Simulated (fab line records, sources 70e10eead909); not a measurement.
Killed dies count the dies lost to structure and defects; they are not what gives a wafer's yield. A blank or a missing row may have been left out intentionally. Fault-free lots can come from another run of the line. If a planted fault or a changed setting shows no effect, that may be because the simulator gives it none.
The tool behind it: which one?    flow nand-harc    11 lots, 33 wafers sampled, at 5 steps of a route of 1159

## WHAT EACH GAUGE READ, for each wafer
NHARC_A_CHANNEL_HOLE_D1_INSPECT_40.
lot   measured      on                 raw-defect-count
L353  day 8 16:11   defect-inspect-02  81 78 86
L354  day 8 22:34   defect-inspect-02  53 71 95
L361  day 10 09:23  defect-inspect-01  546 93 546
L362  day 10 22:10  defect-inspect-01  67 75 581
L367  day 12 07:43  defect-inspect-01  43 60 63
L369  day 12 14:25  defect-inspect-01  66 52 71
L371  day 13 14:40  defect-inspect-01  78 81 74
L372  day 13 14:59  defect-inspect-01  41 52 90
L374  day 13 18:47  defect-inspect-01  98 96 72
L375  day 14 01:07  defect-inspect-01  75 55 52
L376  day 14 15:43  defect-inspect-02  77 65 38

## WHAT TOOL EACH LOT RAN ON (gives the tool, then ch and the chambers of the sampled wafers, and finally the start)
lot   NHARC_A_CHANNEL_HOLE_D1_ETCH_39                NHARC_A_CHANNEL_HOLE_D1_ETCH_23   NHARC_A_CHANNEL_HOLE_D1_ETCH_33   NHARC_A_CHANNEL_HOLE_D1_ETCH_44
L353  rie-diel-09 ch 1,2,3, day 8 11:43 or earlier   har-etch-01 ch 0,1, day 8 11:43   har-etch-01 ch 0,1, day 8 14:17   rie-diel-05 ch 1,2, day 8 15:04
L354  rie-diel-09 ch 0,2, day 8 18:31 or earlier     har-etch-01 ch 0,1, day 8 18:31   har-etch-01 ch 0,1, day 8 20:54   rie-diel-06 ch 0,2,3, day 8 21:35
L361  rie-diel-09 ch 0,2,3, day 10 05:21 or earlier  har-etch-01 ch 0,1, day 10 05:21  har-etch-01 ch 0,1, day 10 07:43  rie-diel-06 ch 0,1,2, day 10 08:25
L362  rie-diel-09 ch 0,1,3, day 10 17:47 or earlier  har-etch-01 ch 0,1, day 10 17:47  har-etch-01 ch 0,1, day 10 20:22  rie-diel-05 ch 0,3, day 10 21:07
L367  rie-diel-09 ch 0,1, day 12 02:48 or earlier    har-etch-02 ch 0,1, day 12 02:48  har-etch-02 ch 0,1, day 12 05:21  rie-diel-05 ch 0,2, day 12 06:36
L369  rie-diel-05 ch 2,3, day 12 10:16 or earlier    har-etch-02 ch 0, day 12 10:16    har-etch-02 ch 0, day 12 12:43    rie-diel-09 ch 1,3, day 12 13:26
L371  rie-diel-05 ch 1,3, day 13 10:22 or earlier    har-etch-01 ch 0, day 13 10:22    har-etch-01 ch 0, day 13 12:55    rie-diel-06 ch 0,3, day 13 13:40
L372  rie-diel-09 ch 0,2,3, day 13 10:52 or earlier  har-etch-02 ch 0,1, day 13 10:52  har-etch-02 ch 0,1, day 13 13:11  rie-diel-05 ch 0,2,3, day 13 13:53
L374  rie-diel-09 ch 0,1,2, day 13 14:32 or earlier  har-etch-01 ch 0,1, day 13 14:32  har-etch-01 ch 0,1, day 13 17:04  rie-diel-06 ch 0,1,2, day 13 17:49
L375  rie-diel-05 ch 0,2,3, day 13 20:37 or earlier  har-etch-02 ch 0,1, day 13 20:37  har-etch-02 ch 0,1, day 13 22:58  rie-diel-09 ch 0,2,3, day 14 00:08
L376  rie-diel-09 ch 1,2,3, day 14 11:25 or earlier  har-etch-02 ch 0,1, day 14 11:25  har-etch-02 ch 0,1, day 14 13:58  rie-diel-09 ch 1,2,3, day 14 14:43
- NHARC_A_CHANNEL_HOLE_D1_ETCH_39: etches the open film in N2/H2, target depth 260 nm, time 325 s.
- NHARC_A_CHANNEL_HOLE_D1_ETCH_23: etches the open film in C4F8/O2/Ar, time 819 s, target depth 1600 nm.
- NHARC_A_CHANNEL_HOLE_D1_ETCH_33: etches the open film in C4F8/O2/Ar, time 90 s, target depth 400 nm.
- NHARC_A_CHANNEL_HOLE_D1_ETCH_44: etches the open film in CF4/O2, target depth 140 nm, overetch 14 nm, time 77 s.

## THE ANSWER, worked out from the rows above alone
Rule: usual is defined by the lots themselves. The widest of any qualifying gaps counts: lots, ordered by their means at a reading, are off when they make up no more than a third of the lots, leave a main group of 4 or more, and stand apart from it by 3 or more times the standard deviation of that group's means. The tables above print the reading to a certain number of digits; a main group whose means all agree to those digits is not used. A lot without any number at a reading at which 4 lots or more have one is off too. Any other lot the step has rows for is counted as sound.
Off: L361, L362 (NHARC_A_CHANNEL_HOLE_D1_INSPECT_40, raw-defect-count). Main group: mean 69, sd 11.
If a tool, at a process step before that reading, ran all the lots that are off and no sound lot after the first of them, it fits. Gauges at NHARC_A_CHANNEL_HOLE_D1_INSPECT_40: tried the same way as those tools. With no start given for some of its lots, NHARC_A_CHANNEL_HOLE_D1_ETCH_39 uses the hours and lot order of NHARC_A_CHANNEL_HOLE_D1_ETCH_23. No candidate that was tried fits.

## WHAT THE SIMULATOR PUT IN
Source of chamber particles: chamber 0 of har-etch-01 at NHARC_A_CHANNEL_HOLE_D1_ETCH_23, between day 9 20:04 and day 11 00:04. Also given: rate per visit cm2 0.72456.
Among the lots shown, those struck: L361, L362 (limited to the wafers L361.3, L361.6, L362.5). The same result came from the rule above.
